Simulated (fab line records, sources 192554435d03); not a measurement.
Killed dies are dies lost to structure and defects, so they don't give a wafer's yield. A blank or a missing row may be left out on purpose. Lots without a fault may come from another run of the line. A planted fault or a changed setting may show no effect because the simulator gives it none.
A struck lot beside a sound one | flow n5_finfet | 36 steps out of a route of 1938
Sound: wafers L700.1, L700.3, L700.6. Struck: wafer L701.1. (L701.3, L701.6 of the same lot were not struck and are left out.) The cause comes at the end.
At each step with rows: each side's tool, then ch and its chambers, then its first start. Under that, the readings that differ: sound wafers | struck wafers | difference of the means | sigmas: that difference in standard deviations of wafers without a fault.
alike: readings whose means differ by less than 2 such deviations, and words and numbers that are the same on both sides. not compared: withheld readings, readings that some wafer has no value for, bounds like >300 that may hide the same value, and numbers for which the record gives no deviation and whose values overlap.
The two part at a step that has a row with sigmas, a row that says differs or no value, or rows on one side only. Numbers that don't overlap but have no deviation are shown without sigmas and don't part them. A reading that every wafer of one side lacks parts them only if that side has two wafers or more.

first, 9 steps without rows for these wafers: N5_MOL_CONTACT_COAG_SRD_128 (dry time 32 s); N5_MOL_CONTACT_COAG_CMP_52 (polishes, stops on SiO2, t overpolish 1.5 s, target thk 66.5 nm); N5_MOL_CONTACT_COAG_ANNEAL_112 (time 1800 s); N5_BEOL_M0_SAQP_PECVD_00 (deposits SiCN from 3MS/NH3, target thk 8 nm, time 14 s); N5_BEOL_M0_SAQP_ILD_DEP_01 (deposits SiOC from DEMS/O2, target thk 45.419 nm, time 8.7 s); N5_BEOL_M0_SAQP_HM_DEP_02 (deposits TiN, target thk 12 nm); N5_BEOL_M0_SAQP_PECVD_03 (deposits SiCN from 3MS/NH3, target thk 12 nm, time 21.1 s); N5_BEOL_M0_SAQP_PECVD_96 (deposits a-Si from SiH4/He, target thk 45 nm, time 45.2 s); N5_BEOL_M0_SAQP_PECVD_97 (deposits SiNx from SiH4/NH3/N2, target thk 23 nm, time 19.9 s).
N5_BEOL_M0_SAQP_PECVD_04: deposits a-Si from SiH4/He, target thk 60 nm, time 60.2 s.
  sound on pecvd-03 ch 0,1, day 9 18:21; struck on pecvd-04 ch 0, day 9 20:38
  reading                                         | sound        | struck | difference | sigmas
  model.a-Si_of_BEOL_M0_SAQP_PECVD_04.thk_nm (nm) | 59.6 60.4 60 | 64.6   | +4.6       |
  alike: heater_power_w, showerhead_plenum_p_Torr, throttle_valve_pct
N5_BEOL_M0_SAQP_THK_MEAS_05:
  sound on film_metro-01, day 9 18:29; struck on film_metro-02, day 9 20:44
  reading     | sound          | struck | difference | sigmas
  thk_nm (nm) | 59.6 60.4 59.9 | 64.6   | +4.6       | +7
then, 15 steps without rows for these wafers: N5_BEOL_M0_SAQP_HM_DEP_111 (deposits SiO2 from SiH4/N2O, target thk 12 nm, time 7.2 s); N5_BEOL_M0_SAQP_COAT_81 (time 60 s, resist thk 100 nm); N5_BEOL_M0_SAQP_COAT_82 (time 60 s, resist thk 30 nm); N5_BEOL_M0_SAQP_COAT_08 (resist thk 90 nm); N5_BEOL_M0_SAQP_EBR_10; N5_BEOL_M0_SAQP_SOFTBAKE_09 (time 60 s); N5_BEOL_M0_SAQP_EXPOSE_11 (exposes mask M0 CORE, target cd 42 nm); N5_BEOL_M0_SAQP_PEB_12 (peb time 60 s); N5_BEOL_M0_SAQP_DEVELOP_13 (develop time 30 s); N5_BEOL_M0_SAQP_DESCUM_19 (chemistry O2, time 7.9 s); N5_BEOL_M0_SAQP_ETCH_83 (etches SiARC in CF4, target depth 39 nm, time 65 s); N5_BEOL_M0_SAQP_ETCH_84 (etches SOC in N2/H2, target depth 100 nm, overetch 20 nm, time 150 s); N5_BEOL_M0_SAQP_STRIP_80 (strips in N2/H2); N5_BEOL_M0_SAQP_HM_OPEN_112 (chemistry CHF3/O2, target SiO2, stops on a-Si, target depth 12 nm, time 13.5 s); N5_BEOL_M0_SAQP_STRIP_113 (strips in CHF3/O2).
N5_BEOL_M0_SAQP_MANDREL_ETCH_20: etches a-Si in HBr/Cl2, stops on SiNx, target depth 60 nm, bt time 10 s, time 30 s.
  sound on rie_si-06 ch 0,1, day 9 19:21; struck on rie_si-06 ch 0, day 9 21:40
  reading                  | sound             | struck | difference | sigmas
  bias_w (W)               | 74.39 74.78 74.48 | 75.08  | +0.53      | +2
  model.etch.depth_nm (nm) | 59.6 60.38 59.89  | 64.61  | +4.65      |
  alike: drypump_motor_current_A, oes_product_au, throttle_valve_pct
  not compared: rf_hours_counter_h
then, 5 steps without rows for these wafers: N5_BEOL_M0_SAQP_STRIP_86 (strips in N2/H2); N5_BEOL_M0_SAQP_STRIP_115 (strips in post etch residue remover, time 60 s); N5_BEOL_M0_SAQP_SRD_93 (time 30 s); N5_BEOL_M0_SAQP_RECESS_114 (chemistry HF/NH3, target SiO2, target depth 14.4 nm, afs cycles 3, sublimation time 60 s); N5_BEOL_M0_SAQP_SPACER1_ALD_98 (deposits SiO2, target thk 12.8 nm, pulse time 1 s, purge time 2 s).
N5_BEOL_M0_SAQP_SPACER1_ETCHBACK_99: etches SiO2 in CHF3/O2, target depth 15.4 nm, time 7.7 s.
  sound on rie_diel-03 ch 1,3, day 9 20:27; struck on rie_diel-01 ch 2, day 9 23:11
  reading                                         | sound             | struck | difference | sigmas
  bias_w (W)                                      | 169.1 170.2 171.0 | 171.3  | +1.2       | +2
  showerhead_plenum_p_Torr (Torr)                 | 2.31 2.44 2.44    | 2.55   | +0.15      | +2
  model.a-Si_of_BEOL_M0_SAQP_PECVD_04.thk_nm (nm) | 59 59.8 59.2      | 64     | +5         |
  alike: CHF3_flow_sccm, O2_flow_sccm, drypump_motor_current_A, oes_product_au, rf_vpp_V, throttle_valve_pct
  not compared: rf_hours_counter_h
then, 1 step without rows for these wafers: N5_BEOL_M0_SAQP_MANDREL1_REMOVE_100 (chemistry HBr/Cl2/O2, target a-Si, stops on SiNx, bt time 10 s).
-- the record jumps here: 4 days lie between the struck wafers' starts before and after (it left off in module BEOL_M0_SAQP and takes up again in module BEOL_M4, whose first step shown is number 1111 of the route) --
N5_BEOL_M4_RC_MEAS_101:
  sound on prober-02 ch 0, day 13 23:47; struck on prober-02 ch 0, day 14 07:17
  reading       | sound          | struck | difference | sigmas
  SS_P (mV/dec) | 72.8 73.6 72.9 | 74.4   | +1.3       | +2
  VT_P (mV)     | -244 -244 -248 | -253   | -8         | -2
  alike: DIBL_N, DIBL_P, IOFF_N, IOFF_P, ION_N, ION_P, SS_N, VT_N
-- the record jumps here: 4 days lie between the struck wafers' starts before and after (it left off in module BEOL_M4 and takes up again in module PASSIVATION, whose first step shown is number 1936 of the route) --
N5_PASSIVATION_PROBE_49:
  sound on prober-02, day 18 16:52; struck on prober-01, day 18 17:53
  alike: defect_limited_yield, killed_at_M0_to_M3, killed_at_M4_up, killed_at_contacts, killed_at_front_end, killed_at_other, killed_dies, killed_open, killed_short, sort_bin_5_function, sort_bin_6_memory, sort_n_pass, sort_yield_pct

WHERE THEY PART
First at N5_BEOL_M0_SAQP_THK_MEAS_05; last, within this record, at N5_BEOL_M4_RC_MEAS_101. Later steps at which nothing parts them and some readings are alike: N5_PASSIVATION_PROBE_49.

WHY: what the simulator had put in
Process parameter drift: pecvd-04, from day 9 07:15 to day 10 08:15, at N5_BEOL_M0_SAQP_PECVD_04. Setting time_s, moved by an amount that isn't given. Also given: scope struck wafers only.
